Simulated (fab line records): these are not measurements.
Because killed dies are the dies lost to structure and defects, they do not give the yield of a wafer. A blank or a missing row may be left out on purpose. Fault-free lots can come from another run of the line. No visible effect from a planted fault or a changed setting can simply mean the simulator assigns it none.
What tool caused it? / flow n5 finfet / Sampling: 8 lots, 24 wafers, 5 of 1938 route steps

WHAT EACH GAUGE READ, for each wafer
N5_BEOL_M4_RC_MEAS_101. Usual: DIBL_N 36.0 mV/V, standard deviation 1.7; DIBL_P 36.0 mV/V, standard deviation 2; IOFF_N 0.156 nA/um, standard deviation 0.028; IOFF_P 0.21 nA/um, standard deviation 0.04; ION_N 673 uA/um, standard deviation 12; ION_P 463 uA/um, standard deviation 8.3; SS_N 71.4 mV/dec, standard deviation 0.6; SS_P 73.3 mV/dec, standard deviation 0.66; VT_N 250 mV, standard deviation 3; VT_P -250 mV, standard deviation 3.8.
lot=L739; measured=day 7 21:32; on=prober-01; DIBL_N (mV/V)=35.2 33.2 33.7; DIBL_P (mV/V)=35.4 33.1 34.3; IOFF_N (nA/um)=0.146 0.118 0.132; IOFF_P (nA/um)=0.20 0.16 0.19; ION_N (uA/um)=668 661 667; ION_P (uA/um)=470 461 458; SS_N (mV/dec)=71.2 70.4 71.0; SS_P (mV/dec)=73.2 73.0 72.7; VT_N (mV)=252 254 252; VT_P (mV)=-250 -253 -250; flag=
lot=L742; measured=day 8 11:33; on=prober-02; DIBL_N (mV/V)=36.9 36.9 34.7; DIBL_P (mV/V)=36.3 35.9 34.3; IOFF_N (nA/um)=0.167 0.153 0.123; IOFF_P (nA/um)=0.18 0.18 0.16; ION_N (uA/um)=677 660 672; ION_P (uA/um)=461 448 457; SS_N (mV/dec)=71.3 71.9 70.7; SS_P (mV/dec)=73.6 73.7 72.6; VT_N (mV)=250 255 254; VT_P (mV)=-254 -255 -254; flag=
lot=L760; measured=day 13 08:37; on=prober-02; DIBL_N (mV/V)=34.3 34.2 34.4; DIBL_P (mV/V)=34.3 33.8 34.6; IOFF_N (nA/um)=0.137 0.136 0.143; IOFF_P (nA/um)=0.20 0.19 0.21; ION_N (uA/um)=671 672 675; ION_P (uA/um)=463 468 472; SS_N (mV/dec)=71.6 70.3 70.9; SS_P (mV/dec)=73.4 72.6 73.2; VT_N (mV)=252 250 249; VT_P (mV)=-247 -249 -245; flag=
lot=L759; measured=day 13 12:47; on=prober-01; DIBL_N (mV/V)=38.1 37.2 38.8; DIBL_P (mV/V)=38.5 36.4 38.3; IOFF_N (nA/um)=0.208 0.179 0.202; IOFF_P (nA/um)=0.24 0.20 0.25; ION_N (uA/um)=692 673 686; ION_P (uA/um)=468 455 466; SS_N (mV/dec)=71.7 71.9 72.1; SS_P (mV/dec)=73.9 73.5 74.6; VT_N (mV)=247 249 246; VT_P (mV)=-249 -254 -250; flag=
lot=L762; measured=day 14 00:35; on=prober-02; DIBL_N (mV/V)=36.8 36.1 36.3; DIBL_P (mV/V)=37.8 37.0 36.7; IOFF_N (nA/um)=0.184 0.167 0.166; IOFF_P (nA/um)=0.23 0.21 0.21; ION_N (uA/um)=694 684 680; ION_P (uA/um)=471 464 459; SS_N (mV/dec)=71.0 71.1 71.8; SS_P (mV/dec)=73.2 72.9 73.4; VT_N (mV)=246 248 247; VT_P (mV)=-249 -251 -253; flag=

WHAT TOOL EACH LOT RAN ON (gives the tool, then ch and the chambers of the sampled wafers, and finally the start)
lot=L739; N5_BEOL_M3_ETCHBACK_99=rie diel-02 ch 0,3, day 7 06:46; N5_BEOL_M3_ETCH_70=rie diel-02 ch 0,3, day 7 06:47; N5_BEOL_M3_STRIP_36=rie diel-02 ch 0,3, day 7 06:57; N5_BEOL_M3_TRENCH_ETCH_37=rie diel-02 ch 0,3, day 7 21:32 or earlier
lot=L742; N5_BEOL_M3_ETCHBACK_99=rie diel-04 ch 1,2, day 7 17:05; N5_BEOL_M3_ETCH_70=rie diel-04 ch 1,2, day 7 17:08; N5_BEOL_M3_STRIP_36=rie diel-04 ch 1,2, day 7 17:17; N5_BEOL_M3_TRENCH_ETCH_37=rie diel-04 ch 1,2, day 8 11:33 or earlier
lot=L749; N5_BEOL_M3_ETCHBACK_99=rie diel-02 ch 0,2, day 9 22:14; N5_BEOL_M3_ETCH_70=rie diel-02 ch 0,2, day 9 22:16; N5_BEOL_M3_STRIP_36=rie diel-02 ch 0,2, day 9 22:26; N5_BEOL_M3_TRENCH_ETCH_37=rie diel-02 ch 0,2, day 9 22:28
lot=L750; N5_BEOL_M3_ETCHBACK_99=rie diel-02 ch 0,2,3, day 10 03:44; N5_BEOL_M3_ETCH_70=rie diel-02 ch 0,2,3, day 10 03:46; N5_BEOL_M3_STRIP_36=rie diel-02 ch 0,2,3, day 10 03:56; N5_BEOL_M3_TRENCH_ETCH_37=rie diel-02 ch 0,2,3, day 10 03:59
lot=L751; N5_BEOL_M3_ETCHBACK_99=rie diel-04 ch 0,2,3, day 10 06:13; N5_BEOL_M3_ETCH_70=rie diel-04 ch 0,2,3, day 10 06:15; N5_BEOL_M3_STRIP_36=rie diel-04 ch 0,2,3, day 10 06:25; N5_BEOL_M3_TRENCH_ETCH_37=rie diel-04 ch 0,2,3, day 10 06:28
lot=L760; N5_BEOL_M3_ETCHBACK_99=rie diel-02 ch 0,1,2, day 12 04:49; N5_BEOL_M3_ETCH_70=rie diel-02 ch 0,1,2, day 12 04:51; N5_BEOL_M3_STRIP_36=rie diel-02 ch 0,1,2, day 12 05:01; N5_BEOL_M3_TRENCH_ETCH_37=rie diel-02 ch 0,1,2, day 13 08:37 or earlier
lot=L759; N5_BEOL_M3_ETCHBACK_99=rie diel-04 ch 0,1,3, day 12 11:23; N5_BEOL_M3_ETCH_70=rie diel-04 ch 0,1,3, day 12 11:26; N5_BEOL_M3_STRIP_36=rie diel-04 ch 0,1,3, day 12 11:35; N5_BEOL_M3_TRENCH_ETCH_37=rie diel-04 ch 0,1,3, day 13 12:47 or earlier
lot=L762; N5_BEOL_M3_ETCHBACK_99=rie diel-04 ch 1,3, day 13 03:58; N5_BEOL_M3_ETCH_70=rie diel-04 ch 1,3, day 13 04:00; N5_BEOL_M3_STRIP_36=rie diel-04 ch 1,3, day 13 04:10; N5_BEOL_M3_TRENCH_ETCH_37=rie diel-04 ch 1,3, day 14 00:35 or earlier
- N5_BEOL_M3_ETCHBACK_99: etches SiO2 in CHF3, target depth 5 nm, time 10.4 s.
- N5_BEOL_M3_ETCH_70: etches SOC in N2/H2, target depth 80 nm, overetch 16 nm, time 120 s.
- N5_BEOL_M3_STRIP_36: strips in N2/H2.
- N5_BEOL_M3_TRENCH_ETCH_37: etches SiOC in C4F6/O2, target depth 55.555 nm, time 29.2 s.

WHAT THE TOOLS THEMSELVES READ (means of the sampled wafers that have a number; where no wafer has one, the mark that the record gives instead)
N5_BEOL_M3_ETCHBACK_99. Usual: drypump motor current A 5.8 A, standard deviation 0.54; oes product au 0.82 a.u., standard deviation 0.11; rf vpp V 239 V, standard deviation 3.9; showerhead plenum p Torr 2.19 Torr, standard deviation 0.067; throttle valve pct 17.03 %, standard deviation 0.26.
lot=L739; tool=rie diel-02; drypump motor current A (A)=5.5; oes product au (a.u.)=0.72; rf vpp V (V)=237; showerhead plenum p Torr (Torr)=2.06; throttle valve pct (%)=17.12; flag=
lot=L742; tool=rie diel-04; drypump motor current A (A)=5.5; oes product au (a.u.)=0.69; rf vpp V (V)=241; showerhead plenum p Torr (Torr)=2.22; throttle valve pct (%)=17.09; flag=
lot=L749; tool=rie diel-02; drypump motor current A (A)=6.1; oes product au (a.u.)=0.88; rf vpp V (V)=237; showerhead plenum p Torr (Torr)=2.20; throttle valve pct (%)=17.11; flag=
lot=L750; tool=rie diel-02; drypump motor current A (A)=6.1; oes product au (a.u.)=0.86; rf vpp V (V)=238; showerhead plenum p Torr (Torr)=2.20; throttle valve pct (%)=17.07; flag=
lot=L751; tool=rie diel-04; drypump motor current A (A)=5.5; oes product au (a.u.)=0.86; rf vpp V (V)=239; showerhead plenum p Torr (Torr)=2.24; throttle valve pct (%)=16.97; flag=
lot=L760; tool=rie diel-02; drypump motor current A (A)=6.0; oes product au (a.u.)=0.88; rf vpp V (V)=240; showerhead plenum p Torr (Torr)=2.19; throttle valve pct (%)=17.04; flag=
lot=L759; tool=rie diel-04; drypump motor current A (A)=5.4; oes product au (a.u.)=0.90; rf vpp V (V)=239; showerhead plenum p Torr (Torr)=2.23; throttle valve pct (%)=16.83; flag=
lot=L762; tool=rie diel-04; drypump motor current A (A)=5.3; oes product au (a.u.)=0.89; rf vpp V (V)=239; showerhead plenum p Torr (Torr)=2.23; throttle valve pct (%)=16.67; flag=

N5_BEOL_M3_ETCH_70. Usual: drypump motor current A is 5.8 A with standard deviation 0.54, h2 flow sccm is 200.0 sccm with standard deviation 0.6, n2 flow sccm is 200.0 sccm with standard deviation 0.59, oes product au is 0.63 a.u. with standard deviation 0.078, rf vpp V is 525.2 V with standard deviation 2.4, showerhead plenum p Torr is 2.58 Torr with standard deviation 0.078, and throttle valve pct is 17.78 % with standard deviation 0.29.
lot=L739; tool=rie diel-02; drypump motor current A (A)=5.5; h2 flow sccm (sccm)=200.4; n2 flow sccm (sccm)=200.0; oes product au (a.u.)=0.55; rf vpp V (V)=521.4; showerhead plenum p Torr (Torr)=2.44; throttle valve pct (%)=17.89; flag=
lot=L742; tool=rie diel-04; drypump motor current A (A)=5.4; h2 flow sccm (sccm)=199.9; n2 flow sccm (sccm)=199.1; oes product au (a.u.)=0.53; rf vpp V (V)=526.2; showerhead plenum p Torr (Torr)=2.62; throttle valve pct (%)=17.87; flag=
lot=L749; tool=rie diel-02; drypump motor current A (A)=6.2; h2 flow sccm (sccm)=200.1; n2 flow sccm (sccm)=200.3; oes product au (a.u.)=0.68; rf vpp V (V)=525.9; showerhead plenum p Torr (Torr)=2.61; throttle valve pct (%)=17.87; flag=
lot=L750; tool=rie diel-02; drypump motor current A (A)=6.1; h2 flow sccm (sccm)=200.6; n2 flow sccm (sccm)=200.2; oes product au (a.u.)=0.65; rf vpp V (V)=525.5; showerhead plenum p Torr (Torr)=2.60; throttle valve pct (%)=17.81; flag=
lot=L751; tool=rie diel-04; drypump motor current A (A)=5.5; h2 flow sccm (sccm)=199.7; n2 flow sccm (sccm)=200.1; oes product au (a.u.)=0.66; rf vpp V (V)=526.1; showerhead plenum p Torr (Torr)=2.63; throttle valve pct (%)=17.66; flag=
lot=L760; tool=rie diel-02; drypump motor current A (A)=6.0; h2 flow sccm (sccm)=200.0; n2 flow sccm (sccm)=200.0; oes product au (a.u.)=0.67; rf vpp V (V)=524.6; showerhead plenum p Torr (Torr)=2.58; throttle valve pct (%)=17.81; flag=
lot=L759; tool=rie diel-04; drypump motor current A (A)=5.4; h2 flow sccm (sccm)=199.6; n2 flow sccm (sccm)=199.6; oes product au (a.u.)=0.69; rf vpp V (V)=525.4; showerhead plenum p Torr (Torr)=2.63; throttle valve pct (%)=17.59; flag=
lot=L762; tool=rie diel-04; drypump motor current A (A)=5.4; h2 flow sccm (sccm)=200.4; n2 flow sccm (sccm)=200.1; oes product au (a.u.)=0.69; rf vpp V (V)=526.4; showerhead plenum p Torr (Torr)=2.63; throttle valve pct (%)=17.46; flag=

N5_BEOL_M3_STRIP_36. Usual: bias power w 6.999 W, standard deviation 0.021; chamber pressure mTorr 20.00 mTorr, standard deviation 0.032; drypump motor current A 5.8 A, standard deviation 0.54; h2 flow sccm 200.1 sccm, standard deviation 0.61; n2 flow sccm 200.0 sccm, standard deviation 0.67; oes product au 0.83 a.u., standard deviation 0.11; rf vpp V 59.3 V, standard deviation 1.4; showerhead plenum p Torr 2.58 Torr, standard deviation 0.079; throttle valve pct 23.7 %, standard deviation 0.35.
lot=L739; tool=rie diel-02; bias power w (W)=7.010; chamber pressure mTorr (mTorr)=20.01; drypump motor current A (A)=5.6; h2 flow sccm (sccm)=199.7; n2 flow sccm (sccm)=200.1; oes product au (a.u.)=0.73; rf vpp V (V)=58.5; showerhead plenum p Torr (Torr)=2.43; throttle valve pct (%)=23.7; flag=
lot=L742; tool=rie diel-04; bias power w (W)=6.997; chamber pressure mTorr (mTorr)=19.99; drypump motor current A (A)=5.5; h2 flow sccm (sccm)=200.4; n2 flow sccm (sccm)=200.6; oes product au (a.u.)=0.69; rf vpp V (V)=58.2; showerhead plenum p Torr (Torr)=2.62; throttle valve pct (%)=23.7; flag=
lot=L749; tool=rie diel-02; bias power w (W)=-; chamber pressure mTorr (mTorr)=-; drypump motor current A (A)=-; h2 flow sccm (sccm)=-; n2 flow sccm (sccm)=-; oes product au (a.u.)=-; rf vpp V (V)=-; showerhead plenum p Torr (Torr)=-; throttle valve pct (%)=-; flag=OFF
lot=L750; tool=rie diel-02; bias power w (W)=-; chamber pressure mTorr (mTorr)=-; drypump motor current A (A)=-; h2 flow sccm (sccm)=-; n2 flow sccm (sccm)=-; oes product au (a.u.)=-; rf vpp V (V)=-; showerhead plenum p Torr (Torr)=-; throttle valve pct (%)=-; flag=OFF
lot=L751; tool=rie diel-04; bias power w (W)=-; chamber pressure mTorr (mTorr)=-; drypump motor current A (A)=-; h2 flow sccm (sccm)=-; n2 flow sccm (sccm)=-; oes product au (a.u.)=-; rf vpp V (V)=-; showerhead plenum p Torr (Torr)=-; throttle valve pct (%)=-; flag=OFF
lot=L760; tool=rie diel-02; bias power w (W)=7.001; chamber pressure mTorr (mTorr)=20.00; drypump motor current A (A)=6.0; h2 flow sccm (sccm)=200.1; n2 flow sccm (sccm)=200.1; oes product au (a.u.)=0.89; rf vpp V (V)=59.0; showerhead plenum p Torr (Torr)=2.58; throttle valve pct (%)=23.7; flag=
lot=L759; tool=rie diel-04; bias power w (W)=7.003; chamber pressure mTorr (mTorr)=20.02; drypump motor current A (A)=5.4; h2 flow sccm (sccm)=200.3; n2 flow sccm (sccm)=199.6; oes product au (a.u.)=0.90; rf vpp V (V)=57.3; showerhead plenum p Torr (Torr)=2.62; throttle valve pct (%)=23.6; flag=
lot=L762; tool=rie diel-04; bias power w (W)=7.011; chamber pressure mTorr (mTorr)=20.01; drypump motor current A (A)=5.4; h2 flow sccm (sccm)=200.4; n2 flow sccm (sccm)=199.7; oes product au (a.u.)=0.90; rf vpp V (V)=58.6; showerhead plenum p Torr (Torr)=2.62; throttle valve pct (%)=23.4; flag=

N5_BEOL_M3_TRENCH_ETCH_37. Usual: drypump motor current A 5.8 A, standard deviation 0.54; oes product au 0.82 a.u., standard deviation 0.1; rf vpp V 661 V, standard deviation 11; showerhead plenum p Torr 2.89 Torr, standard deviation 0.086; throttle valve pct 20.83 %, standard deviation 0.26.
lot=L739; tool=rie diel-02; drypump motor current A (A)=5.5; oes product au (a.u.)=0.72; rf vpp V (V)=657; showerhead plenum p Torr (Torr)=2.73; throttle valve pct (%)=20.87; flag=
lot=L742; tool=rie diel-04; drypump motor current A (A)=5.5; oes product au (a.u.)=0.69; rf vpp V (V)=666; showerhead plenum p Torr (Torr)=2.94; throttle valve pct (%)=20.85; flag=
lot=L749; tool=rie diel-02; drypump motor current A (A)=6.1; oes product au (a.u.)=0.88; rf vpp V (V)=658; showerhead plenum p Torr (Torr)=2.91; throttle valve pct (%)=20.93; flag=
lot=L750; tool=rie diel-02; drypump motor current A (A)=6.1; oes product au (a.u.)=0.86; rf vpp V (V)=659; showerhead plenum p Torr (Torr)=2.90; throttle valve pct (%)=20.87; flag=
lot=L751; tool=rie diel-04; drypump motor current A (A)=5.5; oes product au (a.u.)=0.86; rf vpp V (V)=661; showerhead plenum p Torr (Torr)=2.95; throttle valve pct (%)=20.80; flag=
lot=L760; tool=rie diel-02; drypump motor current A (A)=6.0; oes product au (a.u.)=0.87; rf vpp V (V)=662; showerhead plenum p Torr (Torr)=2.89; throttle valve pct (%)=20.85; flag=
lot=L759; tool=rie diel-04; drypump motor current A (A)=5.4; oes product au (a.u.)=0.89; rf vpp V (V)=661; showerhead plenum p Torr (Torr)=2.94; throttle valve pct (%)=20.65; flag=
lot=L762; tool=rie diel-04; drypump motor current A (A)=5.4; oes product au (a.u.)=0.90; rf vpp V (V)=659; showerhead plenum p Torr (Torr)=2.95; throttle valve pct (%)=20.50; flag=

THE ANSWER, worked out from the rows above alone
Rule: take the mean of a lot's wafers that have a number; if it is more than 3 standard deviations from the usual mean, the lot is off. A lot without any number at a reading at which 4 lots or more have one is off too. All remaining lots with rows at the step are treated as sound. Order of review: gauges by route order, followed by the tools' own readings, for which a lot's mean as printed above is used. The first step at which some lot is off is used, and at that step the reading that is off furthest; a lot without a number counts as furthest.
Off: L749, L750, L751, at N5_BEOL_M3_STRIP_36 (bias power w). Without a number there: L749, L750, L751.
A tool fits if, at that step or a process step before it, it ran every lot that is off, and no sound lot after the first of them. Of those tried, none fits.

WHAT HAD BEEN PUT IN BY THE SIMULATOR
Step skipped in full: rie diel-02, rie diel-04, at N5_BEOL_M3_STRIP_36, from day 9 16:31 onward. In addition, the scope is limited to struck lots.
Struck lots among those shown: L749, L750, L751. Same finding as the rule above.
